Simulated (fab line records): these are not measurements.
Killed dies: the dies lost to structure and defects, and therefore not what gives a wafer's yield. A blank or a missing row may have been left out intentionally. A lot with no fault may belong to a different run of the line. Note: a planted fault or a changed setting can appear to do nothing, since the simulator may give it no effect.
fab line records    flow n5Finfet
record: lots: 9  wafers: 27  lastDay: 17
route steps=1938 shown DUMMY_GATE@240 BEOL_M4@1111 PASSIVATION@1936
lots that met no fault: taken from a fault-free run of the same line
startH: the number of hours between the record's first day and the start of the first shown wafer of the lot    waitH: hours elapsed since this lot's preceding step    " the same as in the row above    L1.1+2: several wafers, shown together as one row    - no value present, or no start provided    * or withheld: withheld    < > ~ a bound
route shown NAME@n: NAME is a module with steps in the file, n the number in the route of the first one    usual: the fault-free wafers' mean and standard deviation    same: alike in all rows    chamber/n: place in a boat    sites: readings site by site    _std_site: the values' standard deviation    _edge_site: the outer-site mean with the inner-site mean subtracted    radiusMm: for every site, how far away it sits from the centre of the wafer    mask NAME#n: copy n    behind: tool/chamber where the wafer was last shaped    hold: why the lot was held/for how many hours/how that ended    device: the n, p or np transistor that did not switch    end of line: at the end of the route, the tests of the same wafers    a step with no rows: only its recipe    killed: at the first sort, the dies lost to defects and structure; wafer yield is something else    map: per-die view of a wafer (x killed, . not killed, _ where there is no die)
set.NAME: the setting that was run; set.NAME@STEP: the one run at that earlier step    model.NAME: the simulator's own value behind a step, which no gauge read
steps of the route over a sample of lots; a table a step, a row a wafer
services: a tool's chamber out of use, with start hour (startH, from the record's first day; less than 0 if before it), hours out, and reason
== steps ==
step: N5_DUMMY_GATE_TRIM_49
recipe: chemistry: O2  resist: SOC  timeS: 29  targetCdNm: 14  sourcePowerW: 300  biasPowerW: 0  O2_flow_sccm: 100  tempC: 20
usual: chamberPressureMTorr: 60.00/0.05  drypumpMotorCurrentA: 5.8/0.51  oesProductAu: 1.005/0.014  throttleValvePct: 8.12/0.15
lot.wafer  tool      chamber  startH  waitH  chamberPressureMTorr  drypumpMotorCurrentA  oesProductAu  rfHoursCounterH  throttleValvePct
L599.2     rieSi-01  0        46.31   0.0    59.90                 5.3                   1.013         134              8.11
L599.3     "         2        "       "      60.06                 6.1                   0.990         10               8.24
L599.5     "         3        "       "      60.06                 6.6                   1.042         -                8.31
L607.2     rieSi-02  2        93.66   0.0    59.88                 5.7                   1.002         104              8.16
L607.3     "         0        "       "      59.97                 5.4                   1.011         33               7.80
L607.5     "         0        "       "      59.98                 5.3                   0.999         -                7.81
L608.1     rieSi-01  2        99.51   0.0    59.98                 6.1                   1.000         11               8.29
L608.2     "         1        "       "      59.98                 6.4                   0.988         86               8.08
L608.6     "         0        "       "      59.92                 5.3                   1.020         -                8.14
L617.1     rieSi-02  2        153.02  0.0    59.98                 5.7                   0.994         105              8.14
L617.2     "         0        "       "      60.03                 5.4                   1.004         34               7.80
L617.5     "         2        "       "      59.96                 5.7                   0.999         -                8.14
L618.1     rieSi-02  0        161.36  0.0    60.01                 5.4                   1.015         34               7.81
L618.2     "         2        "       "      59.97                 5.7                   0.991         105              8.13
L618.5     "         0        "       "      59.99                 5.4                   1.006         -                7.81
L619.1     rieSi-03  0        165.11  0.0    59.98                 5.8                   1.020         99               8.20
L619.2     "         1        "       "      59.97                 5.4                   0.990         188              8.21
L619.4     "         2        "       "      59.99                 5.0                   0.976         91               8.10
L620.1     rieSi-02  2        171.48  0.0    60.02                 5.7                   1.009         105              8.14
L620.3     "         1        "       "      60.02                 5.3                   0.990         0                8.16
L620.6     "         0        "       "      60.00                 5.4                   1.012         -                7.82
L621.2     rieSi-01  0        177.21  0.0    60.02                 5.3                   1.017         136              8.14
L621.5     "         2        "       "      59.90                 6.1                   0.992         -                8.28
L621.6     "         1        "       "      60.00                 6.4                   0.999         -                8.09
L622.1     rieSi-03  3        184.25  0.0    60.09                 6.2                   1.021         2                7.91
L622.4     "         0        "       "      60.03                 5.7                   1.003         100              8.23
L622.6     "         2        "       "      60.04                 5.0                   0.997         -                8.09
step: N5_DUMMY_GATE_ETCH_31
recipe: chemistry: C4F6/O2  target: SiO2  maskMaterial: SOC  targetDepthA: 825  timeS: 27.5  ionEnergyEv: 250  pressureMtorr: 30  sourceW: 345  biasW: 185  Ar_flow_sccm: 300  C4F6_flow_sccm: 10  O2_flow_sccm: 10
usual: chamberPressureMTorr: 29.999/0.025  drypumpMotorCurrentA: 5.8/0.41  oesProductAu: 0.80/0.074  rfVppV: 662/13  showerheadPlenumPTorr: 2.86/0.09  throttleValvePct: 21.15/0.15
lot.wafer  tool        chamber  startH  waitH  chamberPressureMTorr  drypumpMotorCurrentA  oesProductAu  rfHoursCounterH  rfVppV  showerheadPlenumPTorr  throttleValvePct
L599.2     rieDiel-05  0        46.50   0.0    29.980                5.9                   0.69          226              678     2.92                   21.32
L599.3     "           2        "       "      29.980                5.3                   0.84          66               690     2.87                   21.24
L599.5     "           1        "       "      30.006                6.1                   0.84          -                659     2.79                   21.29
L607.2     rieDiel-01  1        93.85   0.0    30.021                6.4                   0.88          26               649     2.80                   20.87
L607.3     "           0        "       "      30.006                6.1                   0.73          196              665     2.92                   21.06
L607.5     "           0        "       "      29.967                6.1                   0.73          -                666     2.92                   21.05
L608.1     rieDiel-05  0        99.71   0.0    29.982                5.9                   0.67          243              679     2.91                   21.37
L608.2     "           1        "       "      29.986                6.1                   0.81          83               661     2.79                   21.32
L608.6     "           2        "       "      29.999                5.3                   0.82          -                687     2.87                   21.25
L617.1     rieDiel-01  3        153.22  0.0    29.981                6.0                   0.77          142              661     2.87                   21.12
L617.2     "           1        "       "      30.023                6.3                   0.85          47               647     2.79                   20.90
L617.5     "           3        "       "      29.997                6.0                   0.77          -                662     2.87                   21.12
L618.1     rieDiel-04  3        161.56  0.0    29.992                5.7                   0.68          245              662     2.69                   21.25
L618.2     "           2        "       "      29.940                5.5                   0.93          5                680     3.03                   20.81
L618.5     "           1        "       "      30.016                5.8                   0.87          -                667     3.00                   21.15
L619.1     rieDiel-05  0        165.31  0.0    30.037                5.9                   0.95          5                678     2.91                   21.04
L619.2     "           1        "       "      30.015                6.1                   0.80          104              660     2.78                   21.34
L619.4     "           3        "       "      29.963                6.2                   0.72          219              643     2.91                   21.08
L620.1     rieDiel-04  3        171.80  0.2    30.027                5.7                   0.68          248              661     2.69                   21.27
L620.3     "           2        "       "      29.963                5.6                   0.93          9                679     3.03                   20.83
L620.6     "           3        "       "      30.007                5.7                   0.68          -                660     2.68                   21.25
L621.2     rieDiel-01  2        177.41  0.0    29.963                5.2                   0.81          100              653     2.78                   21.34
L621.5     "           3        "       "      29.986                6.0                   0.78          -                661     2.87                   21.12
L621.6     "           1        "       "      29.992                6.3                   0.83          -                648     2.78                   20.92
L622.1     rieDiel-04  1        184.44  0.0    29.992                5.9                   0.86          52               666     3.00                   21.19
L622.4     "           0        "       "      29.985                5.1                   0.76          -                648     2.85                   21.14
L622.6     "           2        "       "      30.008                5.5                   0.93          -                678     3.03                   20.83
step: N5_DUMMY_GATE_HM_OPEN_21
recipe: chemistry: CH3F/O2  target: SiNx  targetDepthA: 1200  Ar_flow_sccm: 150  CH3F_flow_sccm: 30  O2_flow_sccm: 23  timeS: 171.4  pressureMtorr: 30  sourceW: 395  biasW: 73  ionEnergyEv: 120.7
usual: CH3F_flow_sccm: 30.00/0.086  O2_flow_sccm: 23.00/0.071  chamberPressureMTorr: 30.000/0.027  drypumpMotorCurrentA: 5.8/0.41  oesProductAu: 0.80/0.075  rfVppV: 298/5.7  showerheadPlenumPTorr: 2.03/0.067  throttleValvePct: 16.45/0.16
lot.wafer  tool        chamber  startH  waitH  CH3F_flow_sccm  O2_flow_sccm  chamberPressureMTorr  drypumpMotorCurrentA  oesProductAu  rfHoursCounterH  rfVppV  showerheadPlenumPTorr  throttleValvePct
L599.2     rieDiel-05  0        46.59   0.0    30.10           23.06         29.989                5.9                   0.69          227              306     2.08                   16.69
L599.3     "           2        "       "      29.90           22.94         30.042                5.3                   0.84          66               311     2.04                   16.51
L599.5     "           1        "       "      29.98           22.92         30.056                6.1                   0.84          -                297     1.98                   16.50
L607.2     rieDiel-01  1        93.94   0.0    30.19           22.89         30.028                6.3                   0.88          26               292     1.98                   16.11
L607.3     "           0        "       "      29.86           23.01         30.026                6.1                   0.72          196              299     2.08                   16.43
L607.5     "           0        "       "      29.91           23.12         29.999                6.1                   0.73          -                299     2.08                   16.44
L608.1     rieDiel-05  0        99.80   0.0    29.92           23.05         29.970                5.9                   0.68          243              305     2.07                   16.72
L608.2     "           1        "       "      30.03           22.81         29.995                6.1                   0.82          83               295     1.97                   16.53
L608.6     "           2        "       "      30.06           23.03         29.975                5.3                   0.82          -                310     2.04                   16.54
L617.1     rieDiel-01  3        153.30  0.0    -               -             -                     -                     -             -                -       -                      -
L617.2     "           1        "       "      -               -             -                     -                     -             -                -       -                      -
L617.5     "           3        "       "      -               -             -                     -                     -             -                -       -                      -
L618.1     rieDiel-04  3        161.65  0.0    -               -             -                     -                     -             -                -       -                      -
L618.2     "           2        "       "      -               -             -                     -                     -             -                -       -                      -
L618.5     "           1        "       "      -               -             -                     -                     -             -                -       -                      -
L619.1     rieDiel-05  0        165.39  0.0    -               -             -                     -                     -             -                -       -                      -
L619.2     "           1        "       "      -               -             -                     -                     -             -                -       -                      -
L619.4     "           3        "       "      -               -             -                     -                     -             -                -       -                      -
L620.1     rieDiel-04  3        171.88  0.0    30.11           22.94         30.042                5.7                   0.68          248              297     1.90                   16.63
L620.3     "           2        "       "      29.90           23.07         30.033                5.6                   0.93          9                304     2.15                   16.10
L620.6     "           3        "       "      30.03           23.03         29.999                5.7                   0.68          -                297     1.90                   16.63
L621.2     rieDiel-01  2        177.49  0.0    29.83           22.94         29.966                5.2                   0.81          100              293     1.97                   16.57
L621.5     "           3        "       "      30.03           22.99         30.008                6.0                   0.78          -                297     2.04                   16.44
L621.6     "           1        "       "      30.01           22.98         29.994                6.3                   0.84          -                291     1.97                   16.17
L622.1     rieDiel-04  1        184.53  0.0    30.00           23.03         30.017                5.8                   0.87          52               301     2.13                   16.41
L622.4     "           0        "       "      29.92           23.09         29.963                5.1                   0.75          -                291     2.02                   16.43
L622.6     "           2        "       "      30.06           22.99         30.038                5.6                   0.92          -                305     2.15                   16.13
step: N5_DUMMY_GATE_ETCH_42
recipe: chemistry: CHF3/O2  target: SiO2  targetDepthA: 35  timeS: 31  ionEnergyEv: 30  biasW: 12  pressureMtorr: 30  sourceW: 600  Ar_flow_sccm: 200  CHF3_flow_sccm: 50  O2_flow_sccm: 5
usual: chamberPressureMTorr: 30.000/0.029  drypumpMotorCurrentA: 5.7/0.4  oesProductAu: 0.80/0.082  rfVppV: 42.1/0.94  showerheadPlenumPTorr: 2.41/0.094  throttleValvePct: 18.75/0.13
lot.wafer  tool        chamber  startH  waitH  chamberPressureMTorr  drypumpMotorCurrentA  oesProductAu  rfHoursCounterH  rfVppV  showerheadPlenumPTorr  throttleValvePct
L599.2     rieDiel-04  2        47.00   0.0    30.008                5.6                   0.68          228              43.6    2.29                   18.80
L599.3     "           1        "       "      29.984                5.8                   0.95          8                43.8    2.56                   18.69
L599.5     "           0        "       "      29.997                5.1                   0.80          -                40.9    2.43                   18.71
L607.2     rieDiel-01  2        94.35   0.0    29.991                5.2                   0.86          68               42.5    2.36                   18.85
L607.3     "           1        "       "      29.988                6.3                   0.90          26               40.5    2.37                   18.46
L607.5     "           1        "       "      30.003                6.4                   0.90          -                41.9    2.37                   18.46
L608.1     rieDiel-04  3        100.22  0.1    29.995                5.7                   0.70          223              41.9    2.28                   18.86
L608.2     "           0        "       "      30.034                5.2                   0.79          131              42.0    2.43                   18.74
L608.6     "           3        "       "      29.977                5.7                   0.69          -                42.6    2.28                   18.86
L617.1     rieDiel-01  3        153.71  0.0    30.017                6.0                   0.78          143              42.0    2.43                   18.72
L617.2     "           1        "       "      29.958                6.3                   0.86          48               41.7    2.36                   18.50
L617.5     "           1        "       "      29.942                6.3                   0.85          -                42.2    2.36                   18.51
L618.1     rieDiel-04  2        162.10  0.1    30.018                5.6                   0.94          6                42.3    2.57                   18.42
L618.2     "           0        "       "      30.018                5.1                   0.77          152              42.1    2.42                   18.77
L618.5     "           0        "       "      30.044                5.1                   0.76          -                41.8    2.42                   18.76
L619.1     rieDiel-04  3        165.81  0.1    30.008                5.7                   0.68          246              41.9    2.27                   18.90
L619.2     "           0        "       "      29.973                5.1                   0.76          153              42.6    2.42                   18.75
L619.4     "           1        "       "      30.025                5.9                   0.87          45               43.4    2.54                   18.77
L620.1     rieDiel-01  1        172.29  0.0    30.012                6.3                   0.85          56               41.7    2.36                   18.50
L620.3     "           2        "       "      30.004                5.2                   0.82          99               42.2    2.35                   18.89
L620.6     "           1        "       "      29.956                6.3                   0.85          -                40.3    2.36                   18.52
L621.2     rieDiel-01  2        178.03  0.2    30.023                5.1                   0.80          101              41.1    2.35                   18.92
L621.5     "           1        "       "      29.994                6.4                   0.84          -                40.8    2.36                   18.52
L621.6     "           3        "       "      29.988                6.0                   0.78          -                41.8    2.43                   18.73
L622.1     rieDiel-04  1        184.97  0.1    30.040                5.8                   0.86          52               41.8    2.54                   18.77
L622.4     "           2        "       "      29.952                5.5                   0.92          -                43.7    2.57                   18.46
L622.6     "           0        "       "      29.997                5.1                   0.75          -                43.1    2.42                   18.78
step: N5_BEOL_M4_RC_MEAS_101
usual: DIBL_N: 36.5/1.7  DIBL_P: 36.3/2.1  IOFF_N: 0.16/0.036  IOFF_P: 0.21/0.037  ION_N: 676/12  ION_P: 462/7.6  SS_N: 71.5/0.68  SS_P: 73.3/0.63  VT_N: 249/3.5  VT_P: -250/3.5
lot.wafer  tool       chamber  startH  waitH  DIBL_N[mV/V]  DIBL_P[mV/V]  IOFF_N[nA/um]  IOFF_P[nA/um]  ION_N[uA/um]  ION_P[uA/um]  SS_N[mV/dec]  SS_P[mV/dec]  VT_N[mV]  VT_P[mV]
L599.2     prober-01  0        176.10  0.2    36.5          36.5          0.18           0.22           682           472           71.6          73.3          248       -248
L599.3     "          0        "       "      37.3          37.2          0.20           0.23           687           463           72.3          73.7          247       -250
L599.5     "          0        "       "      37.0          36.9          0.19           0.22           685           466           72.0          73.5          244       -248
L608.1     prober-02  0        221.94  0.0    34.7          33.5          0.12           0.15           657           450           71.4          73.0          250       -257
L608.2     "          0        "       "      36.8          34.8          0.16           0.16           676           452           71.7          72.9          249       -256
L608.6     "          0        "       "      37.5          36.9          0.18           0.20           683           455           71.2          73.3          248       -254
L607.2     prober-01  0        228.12  0.2    32.2          31.4          0.11           0.16           670           459           69.9          72.1          254       -251
L607.3     "          0        "       "      34.2          33.7          0.13           0.19           657           451           69.8          73.2          250       -253
L607.5     "          0        "       "      36.4          36.5          0.17           0.23           683           465           71.2          74.2          249       -249
L620.1     prober-01  0        293.40  0.0    35.0          34.1          0.12           0.17           665           457           71.3          72.2          252       -251
L620.3     "          0        "       "      35.4          34.3          0.12           0.17           669           455           71.1          72.6          252       -255
L620.6     "          0        "       "      38.7          38.4          0.18           0.23           678           464           72.1          74.3          247       -248
L622.1     prober-01  0        310.17  0.0    39.0          37.7          0.19           0.24           679           463           73.4          74.3          246       -247
L622.4     "          0        "       "      36.7          36.5          0.16           0.24           689           480           70.5          73.0          248       -246
L622.6     "          0        "       "      35.6          34.4          0.13           0.19           679           464           71.2          72.9          250       -252
L621.2     prober-02  0        310.87  0.2    38.3          38.7          0.19           0.25           673           469           72.7          73.5          246       -248
L621.5     "          0        "       "      36.6          36.7          0.14           0.23           654           459           71.7          73.3          253       -248
L621.6     "          0        "       "      35.1          35.0          0.14           0.20           668           462           71.7          73.1          250       -249
step: N5_PASSIVATION_PROBE_49
usual: killed_at_M0_to_M3: 34/12  killed_at_M4_up: 12/4.9  killedAtContacts: 13/7.2  killedAtFrontEnd: 39/12  killedAtOther: 3.7/2.9  killedDies: 101/18  killedOnRim: 13/4  killedOpen: 67/14  killedShort: 33/7.2
same: grossDies: 1180  killedAtBackSide: 0
lot.wafer  tool       chamber  startH  waitH  killed_at_M0_to_M3  killed_at_M4_up  killedAtContacts  killedAtFrontEnd  killedAtOther  killedDies  killedOnRim  killedOpen  killedShort
L608.1     prober-01  -        326.58  0.0    77                  8                17                29                4              135         19           93          42
L608.2     prober-01  -        326.63  0.1    70                  20               21                44                3              158         19           117         41
L608.6     prober-01  -        326.83  0.3    65                  13               13                22                2              115         15           78          37
L607.2     prober-02  -        329.13  0.1    22                  15               11                46                5              99          14           70          25
L607.3     prober-02  -        329.18  0.1    21                  11               6                 47                6              91          12           62          29
L607.5     prober-02  -        329.28  0.2    39                  17               5                 25                0              86          19           58          27
L619.1     prober-01  -        393.16  0.0    27                  9                7                 1136              1              1180        152          41          26
L619.2     prober-01  -        393.21  0.1    37                  15               9                 1118              1              1180        152          87          33
L619.4     prober-01  -        393.31  0.2    29                  10               9                 1127              5              1180        152          48          46
L617.1     prober-02  -        397.99  0.6    30                  14               12                1117              7              1180        152          69          28
L617.2     prober-02  -        398.04  0.6    35                  8                18                1117              2              1180        152          57          31
L617.5     prober-02  -        398.19  0.8    25                  8                18                1116              13             1180        152          67          28
L618.1     prober-01  -        399.40  0.0    37                  10               2                 1126              5              1180        152          60          30
L618.2     prober-01  -        399.45  0.1    31                  25               1                 1119              4              1180        152          44          39
L618.5     prober-01  -        399.60  0.2    27                  14               5                 1132              2              1180        152          53          31
killed by level:class
L608.1 BEOL_M0_SAQP:geometricParticle:short=19 BEOL_M0_SAQP:geometricParticle:open=16 MOL_CONTACT_COAG:geometricParticle:open=15 BEOL_M3:geometricParticle:open=14 BEOL_M2:geometricParticle:open=10 STI_FIN_REVEAL:geometricParticle:open=6 BEOL_M1:geometricParticle:open=6 BEOL_M0:geometricParticle:open=5
L608.2 BEOL_M3:geometricParticle:open=22 MOL_CONTACT_COAG:geometricParticle:open=17 FIN_SAQP:geometricParticle:open=16 BEOL_M0_SAQP:geometricParticle:open=15 BEOL_M4:geometricParticle:open=12 BEOL_M0_SAQP:geometricParticle:short=10 STI_FIN_REVEAL:geometricParticle:open=10 BEOL_M1:geometricParticle:open=6
L608.6 BEOL_M0_SAQP:geometricParticle:open=14 MOL_CONTACT_COAG:geometricParticle:open=13 BEOL_M0_SAQP:geometricParticle:short=11 BEOL_M0:geometricParticle:open=10 BEOL_M3:geometricParticle:open=9 BEOL_M4:geometricParticle:open=7 STI_FIN_REVEAL:geometricParticle:open=6 BEOL_M3:geometricParticle:short=6
L607.2 FIN_SAQP:geometricParticle:open=16 BEOL_M2:geometricParticle:open=9 MOL_CONTACT_COAG:geometricParticle:open=7 BEOL_M4:geometricParticle:open=5 BEOL_M3:geometricParticle:open=5 DUMMY_GATE:geometricParticle:open=4 ILD0:geometricParticle:short=4 ILD0:geometricParticle:open=4
L607.3 FIN_SAQP:geometricParticle:open=11 FIN_SAQP:geometricParticle:short=9 BEOL_M2:geometricParticle:open=9 BEOL_M4:geometricParticle:open=9 DUMMY_GATE:geometricParticle:open=8 STI_FIN_REVEAL:geometricParticle:open=8 BEOL_M0_SAQP:geometricParticle:short=5 MIM_TOP:geometricParticle:short=4
L607.5 BEOL_M2:geometricParticle:open=12 BEOL_M3:geometricParticle:open=10 BEOL_M0_SAQP:geometricParticle:short=8 FIN_SAQP:geometricParticle:short=7 BEOL_M4:geometricParticle:open=6 MOL_CONTACT_COAG:geometricParticle:open=5 DUMMY_GATE:geometricParticle:open=4 BEOL_M2:geometricParticle:short=4
L619.1 DUMMY_GATE:areaOpen=1112 FIN_SAQP:geometricParticle:open=11 BEOL_M2:geometricParticle:open=8 FIN_SAQP:geometricParticle:short=7 MOL_CONTACT_COAG:geometricParticle:open=5 BEOL_M1:geometricParticle:open=5 BEOL_M0_SAQP:geometricParticle:short=3 BEOL_M0_SAQP:geometricParticle:open=3
L619.2 DUMMY_GATE:areaOpen=1060 FIN_SAQP:geometricParticle:open=18 BEOL_M3:geometricParticle:open=14 BEOL_M2:geometricParticle:open=8 FIN_SAQP:geometricParticle:short=7 BEOL_M4:geometricParticle:open=7 DUMMY_GATE:geometricParticle:open=6 MOL_CONTACT_COAG:geometricParticle:open=6
L619.4 DUMMY_GATE:areaOpen=1085 FIN_SAQP:geometricParticle:short=9 BEOL_M0_SAQP:geometricParticle:short=9 STI_FIN_REVEAL:geometricParticle:open=8 BEOL_M1:geometricParticle:open=7 MOL_CONTACT_COAG:geometricParticle:open=6 BEOL_M3:geometricParticle:open=6 ILD0:geometricParticle:short=5
L617.1 DUMMY_GATE:areaOpen=1083 MOL_CONTACT_COAG:geometricParticle:open=9 STI_FIN_REVEAL:geometricParticle:open=8 FIN_SAQP:geometricParticle:short=7 BEOL_M2:geometricParticle:open=7 BEOL_M3:geometricParticle:open=7 BEOL_M0_SAQP:geometricParticle:open=6 ILD0:geometricParticle:short=4
L617.2 DUMMY_GATE:areaOpen=1092 MOL_CONTACT_COAG:geometricParticle:open=13 GATE_CUT:geometricParticle:short=7 BEOL_M0_SAQP:geometricParticle:short=7 BEOL_M1:geometricParticle:open=7 BEOL_M0_SAQP:geometricParticle:open=6 MOL_CONTACT_COAG:geometricParticle:short=5 BEOL_M3:geometricParticle:open=5
L617.5 DUMMY_GATE:areaOpen=1081 MOL_CONTACT_COAG:geometricParticle:open=12 STI_FIN_REVEAL:geometricParticle:open=9 BEOL_M2:geometricParticle:open=9 PASS1_CAP:geometricParticle:open=8 DUMMY_GATE:geometricParticle:open=7 MOL_CONTACT_COAG:geometricParticle:short=6 BEOL_M2:geometricParticle:short=4
L618.1 DUMMY_GATE:areaOpen=1089 BEOL_M3:geometricParticle:open=9 DUMMY_GATE:geometricParticle:open=8 BEOL_M1:geometricParticle:open=7 BEOL_M2:geometricParticle:open=7 FIN_SAQP:geometricParticle:short=6 BEOL_M0:geometricParticle:open=6 STARTING-WAFER:geometricParticle:short=5
L618.2 DUMMY_GATE:areaOpen=1096 BEOL_M0_SAQP:geometricParticle:short=9 BEOL_M0_SAQP:geometricParticle:open=7 BEOL_M5:geometricParticle:open=6 DUMMY_GATE:geometricParticle:open=5 BEOL_M3:geometricParticle:open=4 BEOL_M4:geometricParticle:open=4 STARTING-WAFER:geometricParticle:short=4
L618.5 DUMMY_GATE:areaOpen=1094 BEOL_M2:geometricParticle:open=10 FIN_SAQP:geometricParticle:short=9 STARTING-WAFER:geometricParticle:short=6 MOL_CONTACT_COAG:geometricParticle:open=5 BEOL_M0_SAQP:geometricParticle:short=5 DUMMY_GATE:geometricParticle:open=4 BEOL_M0:geometricParticle:open=4
== services ==
tool        chamber  startH  hours  kind
rieDiel-05  3        36.92   2.7    repair
rieSi-01    3        48.04   8.9    repair
rieDiel-04  1        56.27   4.2    repair
rieSi-03    3        58.88   6.8    repair
rieDiel-05  -        60.59   0.6    repair
rieSi-03    0        70.48   7.0    repair
rieSi-01    -        78.17   0.7    repair
rieDiel-04  0        80.56   7.8    repair
rieDiel-01  -        98.51   2.8    pm
rieDiel-01  3        111.79  13.2   repair
rieDiel-04  2        120.94  -      clean
rieDiel-04  2        120.94  -      consumableReplace:focusRing
rieDiel-04  2        120.94  -      consumableReplace:showerhead
rieDiel-04  2        120.94  23.6   scheduledDown
rieDiel-04  2        120.94  23.6   ventCycle
rieDiel-01  0        123.46  131.8  repair
rieDiel-05  1        126.84  5.4    repair
rieSi-02    1        129.08  9.9    repair
rieSi-01    3        150.60  4.7    repair
rieSi-03    1        152.82  1.6    repair
rieDiel-01  3        154.67  14.1   repair
rieDiel-04  3        176.15  -      clean
rieDiel-04  3        176.15  -      consumableReplace:focusRing
rieSi-02    2        180.45  3.1    repair
== key ==
firstSign: step: N5_DUMMY_GATE_HM_OPEN_21  reading: toolRecord  direction: missing
effect: step: N5_PASSIVATION_PROBE_49  reading: killedAtFrontEnd  direction: up  sigmas: 89  usual: 39  struck: 1123
moreKillsBornAt: N5_DUMMY_GATE_HM_OPEN_21@rieDiel-04: 3279  N5_DUMMY_GATE_HM_OPEN_21@rieDiel-05: 3257  N5_DUMMY_GATE_HM_OPEN_21@rieDiel-01: 3256
metAt N5_DUMMY_GATE_HM_OPEN_21
struckLots L617,L618,L619
laterRowsLeftOut L617.1,L617.2,L617.5,L618.1,L618.2,L618.5,L619.1,L619.2,L619.4
testerLeftOut L617,L618,L619
notActingAt N5_DUMMY_GATE_TRIM_49,N5_DUMMY_GATE_ETCH_31,N5_DUMMY_GATE_ETCH_42
onsetBetween 99.80 153.30
fault: kind: skippedStepWhole  tool: rieDiel-01,rieDiel-04,rieDiel-05  chamber: -  onsetH: 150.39  steps: N5_DUMMY_GATE_HM_OPEN_21  scope: struckLotsOnly
testerLeftOut: of these lots the tester's yield and bins aren't shown, on N5 and GAA mostly nor the transistor test; their killed dies are dies lost to structure and defects alone, not to doping, threshold or leakage, so they don't give the yield
laterRowsLeftOut: the simulator's readings of these wafers behind a module that went badly wrong aren't trusted and aren't shown, but for the sort
